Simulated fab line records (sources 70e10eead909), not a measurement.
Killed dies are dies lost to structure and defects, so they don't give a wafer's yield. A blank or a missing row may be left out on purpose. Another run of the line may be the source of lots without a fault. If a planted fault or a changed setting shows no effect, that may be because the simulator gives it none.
Which tool is to blame? / flow nand-harc / 15 lots with 45 wafers sampled at 4 steps, on a route of 1302 steps

== WHAT THE GAUGES SHOWED, per wafer ==
NHARC_P_ZERO_WELL_CD_MEAS_52: target cd 2000 nm. Usual: 1998.9 nm for cd-nm, sd 1.6.
lot=L450; measured=day 2 04:14; on=cd-sem-01; cd-nm (nm)=1997.0 1998.5 1997.7; flag=
lot=L452; measured=day 2 21:48; on=cd-sem-02; cd-nm (nm)=1995.6 1998.1 1996.2; flag=
lot=L453; measured=day 3 08:01; on=cd-sem-01; cd-nm (nm)=1998.2 1995.3 2000.6; flag=
lot=L454; measured=day 3 17:52; on=cd-sem-01; cd-nm (nm)=1998.1 2000.6 2000.8; flag=
lot=L456; measured=day 4 14:13; on=cd-sem-02; cd-nm (nm)=1996.5 1997.6 2000.0; flag=
lot=L459; measured=day 5 19:49; on=cd-sem-02; cd-nm (nm)=1996.8 1997.2 1996.9; flag=
lot=L461; measured=day 6 15:54; on=cd-sem-02; cd-nm (nm)=1998.7 1999.0 1997.9; flag=
lot=L462; measured=day 7 03:48; on=cd-sem-01; cd-nm (nm)=2000.3 1997.0 1996.5; flag=
lot=L463; measured=day 7 11:37; on=cd-sem-02; cd-nm (nm)=2002.4 2000.2 2000.6; flag=
lot=L464; measured=day 7 21:49; on=cd-sem-02; cd-nm (nm)=1999.0 1999.2 1997.3; flag=
lot=L466; measured=day 8 19:06; on=cd-sem-03; cd-nm (nm)=1998.3 2000.8 1999.8; flag=
lot=L467; measured=day 9 03:36; on=cd-sem-02; cd-nm (nm)=2000.3 1998.4 1999.9; flag=
lot=L468; measured=day 9 14:16; on=cd-sem-01; cd-nm (nm)=1998.3 1998.1 1996.0; flag=
lot=L471; measured=day 10 19:38; on=cd-sem-02; cd-nm (nm)=2000.2 1998.4 1999.2; flag=
lot=L473; measured=day 11 15:45; on=cd-sem-03; cd-nm (nm)=1996.9 1998.5 1996.7; flag=

NHARC_P_STI_OCD_MEAS_17. Usual: trench-depth-nm 301 nm, standard deviation 3.6; trench-foot-cd-nm 157.5 nm, standard deviation 2.5.
lot=L450; measured=day 2 22:05; on=ocd-01; trench-depth-nm (nm)=304 298 298; trench-foot-cd-nm (nm)=157.8 154.8 155.7; flag=
lot=L452; measured=day 3 17:53; on=ocd-02; trench-depth-nm (nm)=310 304 302; trench-foot-cd-nm (nm)=157.6 159.4 163.3; flag=
lot=L453; measured=day 4 03:14; on=ocd-02; trench-depth-nm (nm)=301 296 301; trench-foot-cd-nm (nm)=158.7 162.6 159.8; flag=
lot=L454; measured=day 4 14:23; on=ocd-01; trench-depth-nm (nm)=296 296 299; trench-foot-cd-nm (nm)=158.9 159.3 160.0; flag=
lot=L456; measured=day 5 08:00; on=ocd-01; trench-depth-nm (nm)=307 300 305; trench-foot-cd-nm (nm)=154.5 153.6 153.1; flag=
lot=L459; measured=day 6 17:41; on=ocd-02; trench-depth-nm (nm)=303 301 303; trench-foot-cd-nm (nm)=158.0 157.6 155.0; flag=
lot=L461; measured=day 7 10:26; on=ocd-02; trench-depth-nm (nm)=301 298 298; trench-foot-cd-nm (nm)=158.0 155.4 158.8; flag=
lot=L462; measured=day 7 21:34; on=ocd-01; trench-depth-nm (nm)=300 302 303; trench-foot-cd-nm (nm)=156.8 157.2 156.4; flag=
lot=L463; measured=day 8 08:42; on=ocd-02; trench-depth-nm (nm)=298 300 298; trench-foot-cd-nm (nm)=159.6 154.1 153.7; flag=
lot=L464; measured=day 8 15:04; on=ocd-01; trench-depth-nm (nm)=301 301 302; trench-foot-cd-nm (nm)=157.6 153.7 155.7; flag=
lot=L466; measured=day 9 12:49; on=ocd-01; trench-depth-nm (nm)=304 299 303; trench-foot-cd-nm (nm)=159.2 158.6 155.6; flag=
lot=L467; measured=day 9 21:27; on=ocd-01; trench-depth-nm (nm)=302 303 300; trench-foot-cd-nm (nm)=155.6 156.1 158.5; flag=
lot=L468; measured=day 10 08:34; on=ocd-01; trench-depth-nm (nm)=300 299 304; trench-foot-cd-nm (nm)=154.1 159.1 158.8; flag=
lot=L471; measured=day 11 13:44; on=ocd-02; trench-depth-nm (nm)=304 299 301; trench-foot-cd-nm (nm)=156.3 158.4 159.7; flag=
lot=L473; measured=day 12 08:59; on=ocd-01; trench-depth-nm (nm)=301 302 303; trench-foot-cd-nm (nm)=157.4 156.4 155.4; flag=

NHARC_P_GATE_CD_MEAS_11: target cd 1640 nm. Usual: 1640.1 nm for cd-nm, sd 1.6.
lot=L450; measured=day 4 10:02; on=cd-sem-02; cd-nm (nm)=1639.4 1640.7 1640.6; flag=
lot=L452; measured=day 5 04:20; on=cd-sem-02; cd-nm (nm)=1644.1 1642.0 1640.7; flag=
lot=L453; measured=day 5 15:45; on=cd-sem-03; cd-nm (nm)=1641.1 1639.1 1638.6; flag=
lot=L454; measured=day 6 02:25; on=cd-sem-03; cd-nm (nm)=1640.6 1639.0 1638.1; flag=
lot=L456; measured=day 6 21:44; on=cd-sem-02; cd-nm (nm)=1641.1 1638.2 1639.9; flag=
lot=L459; measured=day 8 13:31; on=cd-sem-03; cd-nm (nm)=1640.1 1638.1 1638.4; flag=
lot=L461; measured=day 8 22:41; on=cd-sem-03; cd-nm (nm)=1639.5 1639.8 1639.2; flag=
lot=L462; measured=day 9 08:52; on=cd-sem-02; cd-nm (nm)=1638.1 1642.6 1641.2; flag=
lot=L463; measured=day 10 09:58; on=cd-sem-01; cd-nm (nm)=1640.9 1639.7 1640.8; flag=
lot=L464; measured=day 10 10:07; on=cd-sem-01; cd-nm (nm)=1636.5 1638.8 1640.1; flag=
lot=L466; measured=day 11 02:16; on=cd-sem-01; cd-nm (nm)=1639.0 1642.5 1640.0; flag=
lot=L467; measured=day 11 06:48; on=cd-sem-02; cd-nm (nm)=1641.1 1640.1 1637.5; flag=
lot=L468; measured=day 11 20:10; on=cd-sem-02; cd-nm (nm)=1642.5 1640.7 1639.0; flag=
lot=L471; measured=day 13 01:01; on=cd-sem-02; cd-nm (nm)=1643.4 1641.5 1642.4; flag=
lot=L473; measured=day 13 20:10; on=cd-sem-01; cd-nm (nm)=1640.3 1642.2 1639.6; flag=

== EACH LOT AND THE TOOL THAT RAN IT (in order: tool; ch and the chambers of the sampled wafers; start) ==
lot=L450; NHARC_P_ZERO_WELL_SOFTBAKE_06=litho-track-02 ch 0, day 1 20:00
lot=L452; NHARC_P_ZERO_WELL_SOFTBAKE_06=litho-track-03 ch 0, day 2 16:00
lot=L453; NHARC_P_ZERO_WELL_SOFTBAKE_06=litho-track-07 ch 0, day 3 03:00
lot=L454; NHARC_P_ZERO_WELL_SOFTBAKE_06=litho-track-03 ch 0, day 3 12:00
lot=L456; NHARC_P_ZERO_WELL_SOFTBAKE_06=litho-track-02 ch 0, day 4 08:00
lot=L459; NHARC_P_ZERO_WELL_SOFTBAKE_06=litho-track-02 ch 0, day 5 14:00
lot=L461; NHARC_P_ZERO_WELL_SOFTBAKE_06=litho-track-02 ch 0, day 6 10:00
lot=L462; NHARC_P_ZERO_WELL_SOFTBAKE_06=litho-track-02 ch 0, day 6 20:00
lot=L463; NHARC_P_ZERO_WELL_SOFTBAKE_06=litho-track-07 ch 0, day 7 06:00
lot=L464; NHARC_P_ZERO_WELL_SOFTBAKE_06=litho-track-07 ch 0, day 7 16:00
lot=L466; NHARC_P_ZERO_WELL_SOFTBAKE_06=litho-track-07 ch 0, day 8 12:00
lot=L467; NHARC_P_ZERO_WELL_SOFTBAKE_06=litho-track-03 ch 0, day 8 22:00
lot=L468; NHARC_P_ZERO_WELL_SOFTBAKE_06=litho-track-03 ch 0, day 9 08:00
lot=L471; NHARC_P_ZERO_WELL_SOFTBAKE_06=litho-track-07 ch 0, day 10 14:00
lot=L473; NHARC_P_ZERO_WELL_SOFTBAKE_06=litho-track-07 ch 0, day 11 10:00
- NHARC_P_ZERO_WELL_SOFTBAKE_06: time 70 s.

== AS READ BY THE TOOLS THEMSELVES (means over the sampled wafers that have a number; for cases with no such wafer, the mark the record gives instead) ==
NHARC_P_ZERO_WELL_SOFTBAKE_06. Usual: heater-power-total-W 200.7 W, standard deviation 1.4; resist-line-temp-C 23.01 C, standard deviation 0.12.
lot=L450; tool=litho-track-02; heater-power-total-W (W)=201.3; resist-line-temp-C (C)=23.09; flag=
lot=L452; tool=litho-track-03; heater-power-total-W (W)=202.3; resist-line-temp-C (C)=23.10; flag=
lot=L453; tool=litho-track-07; heater-power-total-W (W)=200.7; resist-line-temp-C (C)=22.91; flag=
lot=L454; tool=litho-track-03; heater-power-total-W (W)=201.6; resist-line-temp-C (C)=22.99; flag=
lot=L456; tool=litho-track-02; heater-power-total-W (W)=201.5; resist-line-temp-C (C)=23.03; flag=
lot=L459; tool=litho-track-02; heater-power-total-W (W)=193.7; resist-line-temp-C (C)=23.01; flag=OFF
lot=L461; tool=litho-track-02; heater-power-total-W (W)=193.9; resist-line-temp-C (C)=23.05; flag=OFF
lot=L462; tool=litho-track-02; heater-power-total-W (W)=193.7; resist-line-temp-C (C)=23.19; flag=OFF
lot=L463; tool=litho-track-07; heater-power-total-W (W)=199.5; resist-line-temp-C (C)=23.05; flag=
lot=L464; tool=litho-track-07; heater-power-total-W (W)=200.8; resist-line-temp-C (C)=23.06; flag=
lot=L466; tool=litho-track-07; heater-power-total-W (W)=200.4; resist-line-temp-C (C)=22.97; flag=
lot=L467; tool=litho-track-03; heater-power-total-W (W)=201.5; resist-line-temp-C (C)=22.99; flag=
lot=L468; tool=litho-track-03; heater-power-total-W (W)=200.9; resist-line-temp-C (C)=23.13; flag=
lot=L471; tool=litho-track-07; heater-power-total-W (W)=201.6; resist-line-temp-C (C)=23.06; flag=
lot=L473; tool=litho-track-07; heater-power-total-W (W)=201.5; resist-line-temp-C (C)=23.07; flag=

== THE ANSWER, worked out from the rows above alone ==
Rule: a lot is off if the mean of its wafers that have a number lies more than 3 standard deviations from the usual mean. Also off: a lot with no number at a reading for which 4 or more lots have one. All remaining lots with rows at the step are treated as sound. Order of review: gauges by route order, followed by the tools' own readings, for which a lot's mean as printed above is used. The first step at which some lot is off is used, and at that step the reading that is off furthest; a lot without a number counts as furthest.
Off: L459, L461, L462 (NHARC_P_ZERO_WELL_SOFTBAKE_06, heater-power-total-W).
If a tool, at that step or one of the process steps before it, ran each lot that is off and ran no sound lot following the first of them, it fits. One fits: NHARC_P_ZERO_WELL_SOFTBAKE_06 on litho-track-02. A fault onset in the window from L456 (day 4 08:00, its last sound lot) to L459 (day 5 14:00, its first lot off) fits.
On the lots that are off, the tool's own readings at NHARC_P_ZERO_WELL_SOFTBAKE_06 differ by more than 5 times the standard deviation of the sound lots' means, which bears it out; heater-power-total-W reads 193.8 W there versus 201.1 W on the sound lots.

== WHAT THE SIMULATOR HAD PUT IN ==
Process parameters drifting: litho-track-02 at NHARC_P_ZERO_WELL_SOFTBAKE_06, beginning at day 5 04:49. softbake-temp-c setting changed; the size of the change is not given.
Lots struck among those shown: L459, L461, L462. The rule above reached the same finding.
